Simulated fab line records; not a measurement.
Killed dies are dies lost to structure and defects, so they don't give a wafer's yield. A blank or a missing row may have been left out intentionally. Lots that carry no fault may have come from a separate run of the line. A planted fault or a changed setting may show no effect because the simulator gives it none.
fab line records	flow n5-finfet
record lots=8	wafers=23	last-day=20
route steps=1938 shown HKMG_FIN@456 GATE_CUT@473 MOL_CONTACT_COAG@561 BEOL_M4@1111
lots with no fault: from the same line, run without faults
start-h: hours from the record's opening day to when the first of the lot's shown wafers began	wait-h: hours from the lot's prior step to this one	" repeats the value in the row above	L1.1+2: a single row standing in for several wafers	- no value, or no start was given	* or withheld: withheld	< > ~ a bound
route shown NAME@n: names a module that has steps shown in the file, with the first one's number in the route	usual: mean/standard deviation taken from wafers without a fault	same: alike in all rows	chamber/n: place in a boat	sites: each site's reading	_std_site: how widely they spread, as a standard deviation	_edge_site: outer sites' mean less inner sites'	radius-mm: for every site, how far away it sits from the centre of the wafer	mask NAME#n: copy n	behind: the last tool/chamber to shape the wafer	hold: the reason the lot was held/the length of the hold in hours/how it ended	device: names the non-switching transistor (n, p or np)	end of line: at the end of the route, the tests of the same wafers	where a step has no rows: the recipe by itself	killed: dies that structure and defects cost at the first sort, which is not the same as the wafer's yield	map: a wafer's dies, marking killed ones x, the rest . and places with no die _
set.NAME: the setting as run; set.NAME@STEP: as run at that earlier step	model.NAME: the simulator's own value behind a step, which no gauge read
a sample of lots followed through the steps of the route, with each step as a table and each wafer as a row
services: when a tool's chamber went out of use (start-h, in hours from the record's first day, below 0 if earlier), for how many hours, and the reason
## steps
# step N5_HKMG_FIN_ALD_21
# recipe material=TiN	target-thk-a=15	temp-c=400	ald-precursor-family=TiCl4	ald-co-reactant=NH3	pulse-time-s=1	purge-time-s=3	co-reactant-purge-time-s=2	co-reactant-pulse-time-s=2	ald-cycles=68	pressure-torr=3
# usual heater-power-w=887/81	precursor-pulse-height-rel=1.001/0.021	susceptor-temp-C=400.00/0.21
lot.wafer	tool	chamber	start-h	wait-h	heater-power-w	precursor-pulse-height-rel	susceptor-temp-C
L962.1	ald-metal-04	2	84.21	0.3	866	1.005	399.75
L962.3	"	3	"	"	1004	1.008	399.92
L962.6	"	2	"	"	872	1.013	399.65
L963.1	ald-metal-03	3	90.23	0.3	927	0.998	399.88
L963.4	"	2	"	"	941	0.987	400.35
L963.6	"	1	"	"	831	1.014	400.14
L968.1	ald-metal-03	1	129.03	0.3	815	0.990	399.60
L968.2	"	2	"	"	932	0.997	400.13
L968.5	"	2	"	"	917	0.959	399.74
L969.2	ald-metal-02	2	131.37	0.3	765	1.027	400.09
L969.5	"	1	"	"	828	0.989	400.12
L969.6	"	2	"	"	761	0.958	400.09
L973.4	ald-metal-02	2	149.85	0.1	744	1.040	400.01
L973.5	"	1	"	"	838	1.018	399.75
L979.1	ald-metal-02	1	189.23	0.3	853	0.987	400.22
L979.4	"	0	"	"	995	1.008	399.88
L979.6	"	1	"	"	806	0.986	400.26
L983.2	ald-metal-04	1	209.98	0.3	797	0.985	400.14
L983.3	"	2	"	"	887	1.007	399.54
L983.4	"	0	"	"	892	0.971	400.10
L984.1	ald-metal-03	2	216.67	0.3	942	0.996	400.20
L984.2	"	0	"	"	808	1.019	399.98
L984.4	"	3	"	"	938	0.966	399.91
# step N5_GATE_CUT_SAC_CAP_01
# recipe material=SiNx	target-thk-a=240	temp-c=400	ald-precursor-family=SiH2I2	ald-co-reactant=N2/H2-plasma	pulse-time-s=1	ald-cycles=480	purge-time-s=2	co-reactant-purge-time-s=2	pressure-torr=2
# usual ald-cycles=480/0	heater-power-w=853/110	precursor-pulse-height-rel=1.001/0.021	susceptor-temp-C=399.99/0.21
lot.wafer	tool	chamber	start-h	wait-h	ald-cycles	heater-power-w	precursor-pulse-height-rel	susceptor-temp-C
L962.1	ald-sin-03	0	86.10	0.0	480	644	1.023	400.04
L962.3	"	3	"	"	480	840	1.028	399.92
L962.6	"	3	87.18	1.1	480	826	0.973	399.93
L963.1	ald-sin-03	1	92.12	0.0	480	881	1.008	400.14
L963.4	"	2	"	"	480	962	0.976	400.34
L963.6	"	1	93.20	1.1	480	879	1.008	400.01
L968.1	ald-sin-03	0	130.94	0.0	480	645	0.991	399.85
L968.2	"	1	"	"	480	915	0.980	399.77
L968.5	"	1	132.03	1.1	205	896	0.957	399.74
L969.2	ald-sin-01	3	133.27	0.0	480	769	0.998	399.85
L969.5	"	0	134.36	1.1	480	861	0.990	400.11
L969.6	"	1	"	"	480	992	0.989	400.25
L973.4	ald-sin-03	1	151.82	0.0	205	895	0.968	399.89
L973.5	"	0	152.91	1.1	205	637	0.994	399.55
L979.1	ald-sin-01	3	191.80	0.7	480	780	1.000	399.73
L979.4	"	3	192.88	1.8	480	765	1.003	399.91
L979.6	"	2	"	"	480	793	1.003	400.05
L983.2	ald-sin-01	1	212.14	0.0	480	988	0.993	399.83
L983.3	"	3	"	"	480	788	0.988	400.18
L983.4	"	1	213.22	1.1	480	999	1.022	400.18
L984.1	ald-sin-03	0	218.65	0.0	480	655	1.014	399.85
L984.2	"	2	"	"	480	989	1.038	400.30
L984.4	"	3	"	"	480	844	0.973	400.04
# step N5_GATE_CUT_PECVD_57
# recipe material=SiNx	target-thk-a=210	temp-c=400	precursor=SiH4/NH3/N2	pressure-torr=1.5	rf-w=300
# usual heater-power-w=771/93	showerhead-plenum-p-Torr=5.13/0.041	susceptor-temp-C=400.01/0.2	throttle-valve-pct=39.5/2.7
lot.wafer	tool	chamber	start-h	wait-h	heater-power-w	showerhead-plenum-p-Torr	susceptor-temp-C	throttle-valve-pct
L962.1	pecvd-04	2	88.29	1.1	759	5.14	400.26	36.3
L962.3	"	1	"	"	677	5.18	400.11	44.9
L962.6	"	0	"	"	879	5.11	399.80	38.8
L963.1	pecvd-03	0	94.31	1.1	840	5.15	399.95	38.5
L963.4	"	1	"	"	774	5.17	400.09	42.0
L963.6	"	1	"	"	754	5.17	400.13	42.6
L968.1	pecvd-03	0	133.14	1.1	790	5.16	399.82	38.9
L968.2	"	1	"	"	768	5.15	400.17	42.4
L968.5	"	1	"	"	775	5.16	400.34	42.1
L969.2	pecvd-04	0	135.46	1.1	886	5.12	399.72	39.0
L969.5	"	0	"	"	919	5.10	399.86	38.8
L969.6	"	1	"	"	725	5.17	399.86	44.9
L973.4	pecvd-03	0	154.04	1.1	778	5.15	400.14	38.9
L973.5	"	2	"	"	836	5.05	400.24	36.5
L979.1	pecvd-02	0	193.99	1.1	784	5.09	400.18	39.1
L979.4	"	1	"	"	848	5.18	400.32	40.7
L979.6	"	0	"	"	760	5.09	400.19	39.3
L983.2	pecvd-02	0	214.33	1.1	697	5.10	399.96	39.4
L983.3	"	1	"	"	889	5.18	399.79	40.9
L983.4	"	2	"	"	558	5.12	400.11	35.7
L984.1	pecvd-03	1	220.84	1.1	790	5.16	399.95	42.2
L984.2	"	0	"	"	816	5.14	399.91	39.1
L984.4	"	1	"	"	796	5.16	400.16	42.4
# step N5_GATE_CUT_HM_DEP_46
# recipe material=SiO2	target-thk-a=1300	temp-c=400	precursor=TEOS/O2	pressure-torr=6.5	rf-w=900	teos-flow-sccm=161.4	gas=O2	flow-sccm=2650	time-s=26.6
# usual heater-power-w=578/81	showerhead-plenum-p-Torr=8.342/0.023	susceptor-temp-C=400.01/0.21	throttle-valve-pct=18.5/1.3
lot.wafer	tool	chamber	start-h	wait-h	heater-power-w	showerhead-plenum-p-Torr	susceptor-temp-C	throttle-valve-pct
L962.1	pecvd-03	1	88.69	0.0	583	8.359	399.33	19.6
L962.3	"	0	"	"	568	8.363	399.95	18.3
L962.6	"	1	"	"	581	8.342	399.95	19.7
L963.1	pecvd-02	2	94.74	0.0	391	8.312	400.00	16.5
L963.4	"	1	"	"	661	8.351	399.99	19.3
L963.6	"	2	"	"	400	8.317	399.93	16.6
L968.1	pecvd-03	1	133.54	0.0	567	8.381	400.21	19.6
L968.2	"	0	"	"	583	8.369	399.60	18.2
L968.5	"	0	"	"	578	8.339	399.70	18.1
L969.2	pecvd-03	1	135.87	0.0	487	8.365	399.86	19.7
L969.5	"	0	"	"	519	8.355	400.18	18.3
L969.6	"	2	"	"	711	8.297	400.47	17.4
L973.4	pecvd-04	1	154.44	0.1	511	8.368	400.06	20.9
L973.5	"	2	"	"	571	8.341	399.98	17.4
L979.1	pecvd-03	0	194.40	0.0	622	8.350	400.07	18.3
L979.4	"	0	"	"	631	8.362	399.86	18.2
L979.6	"	2	"	"	582	8.334	400.22	17.2
L983.2	pecvd-03	0	214.74	0.0	589	8.362	400.01	18.1
L983.3	"	0	"	"	585	8.346	399.77	18.4
L983.4	"	1	"	"	574	8.339	399.92	19.5
L984.1	pecvd-03	1	221.27	0.0	477	8.354	400.04	19.6
L984.2	"	0	"	"	597	8.321	399.93	18.1
L984.4	"	0	"	"	601	8.335	399.98	18.6
# step N5_MOL_CONTACT_COAG_THK_MEAS_29
# recipe reads=SiNx_of_GATE_CUT_PECVD_57+SiNx_of_GATE_CUT_SAC_CAP_01
# usual MD_CAP_THK=17.96/0.1
lot.wafer	tool	chamber	start-h	wait-h	MD_CAP_THK[nm]
L962.1	film-metro-02	-	101.38	-	18.01
L962.3	"	-	"	"	18.06
L962.6	"	-	"	"	18.11
L963.1	film-metro-02	-	107.25	-	17.76
L963.4	"	-	"	"	17.96
L963.6	"	-	"	"	17.98
L968.1	film-metro-01	-	146.11	-	18.06
L968.2	"	-	"	"	17.99
L968.5	"	-	"	"	7.65
L969.2	film-metro-01	-	149.37	-	17.94
L969.5	"	-	"	"	17.94
L969.6	"	-	"	"	17.86
L973.4	film-metro-02	-	168.86	-	7.83
L973.5	"	-	"	"	7.69
L979.1	film-metro-02	-	207.42	0.3	18.03
L979.4	"	-	"	"	17.87
L979.6	"	-	"	"	17.98
L983.2	film-metro-02	-	227.59	-	17.91
L983.3	"	-	"	"	17.96
L983.4	"	-	"	"	17.96
L984.1	film-metro-01	-	238.14	-	18.14
L984.2	"	-	"	"	18.01
L984.4	"	-	"	"	18.11
# step N5_MOL_CONTACT_COAG_ETCH_47
# recipe chemistry=CH3F/O2	target=SiNx	target-depth-a=270	mask-material=SiO2	stop-on=W	over-etch-frac=0.2	ion-energy-ev=120	endpoint=OES-CN	pressure-mtorr=30	source-w=395	bias-w=73	Ar_flow_sccm=150	CH3F_flow_sccm=30	O2_flow_sccm=20	ends=end-point
# usual drypump-motor-current-A=5.6/0.53	etch-rf-on-time-s=31.3/0.53	oes-product-au=0.69/0.069	rf-vpp-V=298/8.7	showerhead-plenum-p-Torr=2.00/0.05	throttle-valve-pct=16.21/0.19
lot.wafer	tool	chamber	start-h	wait-h	drypump-motor-current-A	etch-rf-on-time-s	oes-product-au	rf-hours-counter-h	rf-vpp-V	showerhead-plenum-p-Torr	throttle-valve-pct
L962.1	rie-diel-01	1	103.09	0.0	5.0	31.7	0.68	141	302	2.09	16.30
L962.3	"	2	"	"	5.2	31.8	0.63	211	296	1.92	16.29
L962.6	"	0	"	"	5.5	31.0	0.66	-	306	2.01	16.47
L963.1	rie-diel-01	0	108.84	0.0	5.5	30.6	0.66	172	305	2.01	16.46
L963.4	"	3	"	"	5.6	31.6	0.77	40	285	1.95	15.90
L963.6	"	2	"	"	5.2	31.4	0.64	-	298	1.91	16.29
L968.1	rie-diel-04	0	148.72	0.0	5.7	31.8	0.61	217	300	2.00	16.39
L968.2	"	2	"	"	4.9	32.8	0.66	132	307	2.01	15.99
L968.5	"	3	"	"	6.5	13.3	0.65	-	282	2.05	16.14
L969.2	rie-diel-04	0	151.08	0.0	5.7	31.1	0.62	217	299	2.00	16.40
L969.5	"	2	"	"	4.9	32.5	0.67	-	308	2.01	16.01
L969.6	"	3	"	"	6.6	31.0	0.65	-	282	2.05	16.14
L973.4	rie-diel-01	2	171.20	0.0	5.2	13.5	0.64	226	297	1.91	16.31
L973.5	"	3	"	"	5.6	13.6	0.76	-	287	1.94	15.91
L979.1	rie-diel-04	0	209.37	0.0	5.8	31.7	0.61	234	298	2.00	16.43
L979.4	"	1	"	"	6.4	30.4	0.79	-	308	2.04	16.36
L979.6	"	0	"	"	5.7	31.2	0.61	-	300	1.99	16.42
L983.2	rie-diel-05	0	229.17	0.0	5.2	30.8	0.71	113	297	2.01	16.24
L983.3	"	2	"	"	5.4	30.6	0.68	151	302	2.02	16.13
L983.4	"	1	"	"	6.5	31.4	0.76	47	286	1.96	15.99
L984.1	rie-diel-01	1	240.01	0.0	5.1	31.5	0.65	179	302	2.08	16.37
L984.2	"	0	"	"	5.5	31.3	0.63	209	305	2.00	16.53
L984.4	"	1	"	"	5.1	31.7	0.64	-	303	2.08	16.37
# step N5_BEOL_M4_RC_MEAS_101
# usual DIBL_N=37.1/2.6	DIBL_P=38/3	IOFF_N=0.18/0.052	IOFF_P=0.25/0.06	ION_N=678/15	ION_P=467/8.6	SS_N=71.7/0.73	SS_P=73.7/0.89	VT_N=249/4.3	VT_P=-248/3.8
lot.wafer	tool	chamber	start-h	wait-h	DIBL_N[mV/V]	DIBL_P[mV/V]	IOFF_N[nA/um]	IOFF_P[nA/um]	ION_N[uA/um]	ION_P[uA/um]	SS_N[mV/dec]	SS_P[mV/dec]	VT_N[mV]	VT_P[mV]
L962.1	prober-02	0	228.07	0.0	34.6	36	0.13	0.18	657	448	70.1	72.9	253	-255
L962.3	"	0	"	"	40.1	42	0.26	0.29	688	468	72.2	74.8	242	-245
L962.6	"	0	"	"	36.5	38	0.17	0.22	667	459	72.0	72.7	249	-251
L963.1	prober-02	0	245.30	0.0	36.0	34	0.14	0.20	676	465	71.2	72.9	248	-250
L963.4	"	0	"	"	36.3	36	0.17	0.24	692	472	71.6	73.4	244	-246
L963.6	"	0	"	"	36.3	35	0.15	0.24	691	474	71.2	72.7	249	-248
L968.1	prober-02	0	265.89	0.1	37.1	39	0.18	0.24	674	463	72.0	74.2	250	-248
L968.2	"	0	"	"	38.0	41	0.21	0.29	686	476	71.8	74.3	249	-247
L968.5	"	0	"	"	34.7	37	0.14	0.21	667	463	70.5	73.3	252	-247
L969.2	prober-02	0	285.15	0.2	40.1	41	0.23	0.33	688	477	71.7	74.0	246	-242
L969.5	"	0	"	"	41.5	40	0.26	0.32	700	475	73.2	74.5	243	-243
L969.6	"	0	"	"	40.5	39	0.26	0.30	686	470	71.8	74.3	242	-246
L973.4	prober-02	0	300.68	0.5	35.2	37	0.16	0.24	693	476	70.9	74.2	249	-247
L973.5	"	0	"	"	37.4	39	0.19	0.26	671	461	71.9	74.3	248	-249
L979.1	prober-01	0	351.78	0.7	32.3	34	0.11	0.17	661	452	70.5	71.0	253	-252
L979.4	"	0	"	"	36.0	38	0.17	0.25	662	461	72.2	74.0	247	-248
L979.6	"	0	"	"	32.8	34	0.12	0.18	671	469	70.6	71.9	254	-252
L983.2	prober-02	0	367.82	0.2	36.5	39	0.19	0.26	704	484	71.2	74.6	244	-243
L983.3	"	0	"	"	37.0	39	0.19	0.26	674	462	72.0	73.8	248	-248
L983.4	"	0	"	"	38.3	41	0.23	0.30	700	477	71.3	74.7	245	-248
L984.1	prober-02	0	375.35	0.0	39.7	42	0.26	0.32	694	474	72.8	75.2	241	-245
L984.2	"	0	"	"	40.2	42	0.25	0.33	682	475	72.6	74.5	246	-245
L984.4	"	0	"	"	38.0	39	0.22	0.26	681	466	72.4	74.2	245	-246
## services
tool	chamber	start-h	hours	kind
pecvd-04	-	60.31	0.6	repair
ald-metal-03	2	60.78	6.9	repair
pecvd-03	-	61.79	6.0	pm
pecvd-03	-	67.79	14.6	pm
pecvd-02	-	82.07	9.8	repair
ald-sin-01	-	84.30	2.7	repair
ald-metal-03	0	85.12	15.9	repair
ald-sin-01	2	103.47	10.7	repair
ald-metal-02	2	104.99	4.0	repair
rie-diel-01	1	110.94	3.2	repair
ald-metal-02	3	120.42	5.9	repair
rie-diel-01	-	123.84	1.0	repair
pecvd-04	-	127.98	6.0	pm
rie-diel-04	0	130.04	8.7	repair
pecvd-04	2	142.11	4.0	repair
rie-diel-01	-	147.93	0.5	repair
ald-sin-01	1	183.74	3.1	repair
ald-metal-02	3	199.23	4.6	repair
ald-metal-03	-	202.21	8.7	pm
rie-diel-04	3	206.48	9.8	repair
rie-diel-01	0	208.40	5.3	repair
rie-diel-01	3	226.33	4.3	repair
ald-sin-03	1	226.83	9.6	repair
pecvd-03	2	238.13	4.2	repair
## key
first-sign step=N5_GATE_CUT_SAC_CAP_01	reading=ald-cycles	direction=down	sigmas=99+	usual=*	struck=*
effect step=N5_MOL_CONTACT_COAG_THK_MEAS_29	reading=MD_CAP_THK	direction=down	sigmas=99+	usual=17.96	struck=7.72
effect step=N5_MOL_CONTACT_COAG_ETCH_47	reading=etch-rf-on-time-s	direction=down	sigmas=34	usual=*	struck=*
met-at N5_GATE_CUT_SAC_CAP_01
struck-lots L968,L973
struck-wafers L968.5,L973.4,L973.5
not-acting-at N5_HKMG_FIN_ALD_21,N5_GATE_CUT_PECVD_57,N5_GATE_CUT_HM_DEP_46
onset-between 92.12 130.94
fault kind=process-parameter-drift	tool=ald-sin-03	chamber=-	onset-h=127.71	steps=N5_GATE_CUT_SAC_CAP_01	channel=ald-cycles	offset=*	shape=step	end-h=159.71	scope=struck-wafers-only	acts-in=*	stated=*
